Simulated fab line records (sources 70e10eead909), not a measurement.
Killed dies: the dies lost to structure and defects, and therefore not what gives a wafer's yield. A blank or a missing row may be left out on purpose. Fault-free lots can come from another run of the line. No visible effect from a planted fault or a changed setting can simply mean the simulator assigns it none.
Chamber matching + flow nand_harc + 3 sister chambers for NHARC_A_STAIRCASE_DEP_301 on pecvd-04
The step deposits SiON, target thk 30 nm. 3 wafers are shown with their chamber, then 8 later ones without.

EACH WAFER AND ITS CHAMBER
| wafer  | chamber | heater_power_w (W) |
|--------|---------|--------------------|
| L083.2 | 0       | 786                |
| L092.6 | 1       | 655                |
| L093.2 | 2       | 584                |

WAFERS WITH NO CHAMBER GIVEN
| wafer  | heater_power_w (W) |
|--------|--------------------|
| L093.3 | 724                |
| L093.5 | 604                |
| L094.1 | 802                |
| L094.3 | 558                |
| L094.6 | 545                |
| L096.1 | 592                |
| L096.3 | 861                |
| L096.4 | 634                |

EACH ONE'S CHAMBER
| wafer  | from the rows above          | in truth |
|--------|------------------------------|----------|
| L093.3 | can't be placed: 0 or 1 or 2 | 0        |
| L093.5 | can't be placed: 2 or 1      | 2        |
| L094.1 | 0                            | 0        |
| L094.3 | can't be placed: 2 or 1      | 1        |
| L094.6 | can't be placed: 2 or 1      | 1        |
| L096.1 | can't be placed: 2 or 1      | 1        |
| L096.3 | 0                            | 0        |
| L096.4 | can't be placed: 1 or 2      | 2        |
Correct placement for 2 of the 8. Cannot be placed on the basis of these rows: 6; the candidates contain the true chamber in 6. Wrongly placed: 0.
How it was worked out, from the rows above alone: a wafer's distance from a chamber is the root of the sum, over the readings, of the square of ((its reading less the chamber's mean) divided by the reading's scatter). If the next closest chamber is less than 2 further off than the closest, the wafer can't be placed; otherwise it belongs to the closest. A chamber's mean is the mean of its shown wafers. The scatter (one wafer shown for each chamber): square how far every hidden wafer sits from the nearest shown wafer, average those squares and take the square root.
